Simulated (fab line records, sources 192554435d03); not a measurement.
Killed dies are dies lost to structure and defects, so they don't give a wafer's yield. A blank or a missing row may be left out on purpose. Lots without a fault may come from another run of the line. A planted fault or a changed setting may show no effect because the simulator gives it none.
Chamber matching | flow n5_finfet | N5_MOL_CONTACT_COAG_ALD_131 on ald_sin-03: 4 sister chambers
The step deposits SiO2, target thk 5 nm, pulse time 1 s, co reactant pulse time 1 s. 22 wafers are shown with their chamber, then 11 later ones without.

WAFERS WITH THEIR CHAMBER
wafer  | chamber | heater_power_w (W) | susceptor_temp_C (C) | precursor_pulse_height_rel
L074.3 | 1       | 83                 | 99.82                | 0.986
L074.4 | 2       | 79                 | 100.04               | 1.008
L074.6 | 2       | 79                 | 99.92                | 1.012
L075.1 | 2       | 78                 | 100.08               | 0.998
L075.3 | 0       | 74                 | 99.92                | 1.004
L075.5 | 0       | 73                 | 100.01               | 0.998
L079.2 | 2       | 77                 | 100.01               | 0.990
L079.3 | 0       | 74                 | 99.94                | 0.989
L079.6 | 2       | 77                 | 99.95                | 1.008
L085.2 | 2       | 79                 | 99.87                | 1.000
L085.3 | 3       | 90                 | 100.02               | 1.028
L085.4 | 1       | 83                 | 99.84                | 1.032
L087.1 | 3       | 91                 | 100.15               | 0.976
L087.4 | 2       | 78                 | 99.78                | 1.015
L087.5 | 3       | 87                 | 99.97                | 1.004
L088.1 | 2       | 78                 | 99.93                | 1.001
L088.3 | 3       | 92                 | 100.04               | 0.989
L088.6 | 2       | 76                 | 100.09               | 1.013
L090.2 | 2       | 77                 | 99.89                | 0.998
L090.4 | 3       | 93                 | 99.90                | 1.013
L090.6 | 3       | 91                 | 99.90                | 0.972
L091.2 | 1       | 86                 | 99.95                | 0.978

SIGNATURES (means of the wafers above)
reading                    | chamber 0 | chamber 1 | chamber 2 | chamber 3 | scatter within a chamber
heater_power_w             | 73.67     | 84.00     | 77.80     | 90.67     | 1.45
susceptor_temp_C           | 99.9567   | 99.8700   | 99.9560   | 99.9967   | 0.0906
precursor_pulse_height_rel | 0.99700   | 0.99867   | 1.00430   | 0.99700   | 0.0163
Rule: a wafer's distance from a chamber is the root of the sum, over the readings, of the square of ((its reading less the chamber's mean) divided by the reading's scatter). The wafer belongs to the nearest chamber; if the next one is less than 2 further off, it can't be placed. The scatter: the root of (the sum of the squares of (reading less its chamber's mean) over the shown wafers, divided by (wafers less chambers)).

WAFERS WITHOUT THEIR CHAMBER
wafer  | heater_power_w (W) | susceptor_temp_C (C) | precursor_pulse_height_rel
L091.4 | 80                 | 99.82                | 1.027
L091.5 | 79                 | 100.15               | 0.985
L094.3 | 85                 | 99.78                | 1.040
L094.4 | 75                 | 99.93                | 0.977
L094.5 | 90                 | 100.12               | 0.983
L095.2 | 79                 | 100.13               | 1.015
L095.3 | 90                 | 99.89                | 0.999
L095.5 | 77                 | 100.15               | 1.029
L096.2 | 72                 | 99.78                | 0.991
L096.4 | 91                 | 99.83                | 1.018
L096.6 | 74                 | 100.09               | 0.961

WHICH CHAMBER EACH WENT THROUGH
wafer  | from the rows above     | in truth
L091.4 | can't be placed: 2 or 1 | 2
L091.5 | can't be placed: 2 or 0 | 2
L094.3 | 1                       | 1
L094.4 | can't be placed: 0 or 2 | 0
L094.5 | 3                       | 3
L095.2 | 2                       | 2
L095.3 | 3                       | 3
L095.5 | can't be placed: 2 or 0 | 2
L096.2 | 0                       | 0
L096.4 | 3                       | 3
L096.6 | can't be placed: 0 or 2 | 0
Placed correctly: 6 of 11. Can't be placed from these rows: 5 (the true chamber is among the candidates in 5). Placed wrongly: 0.
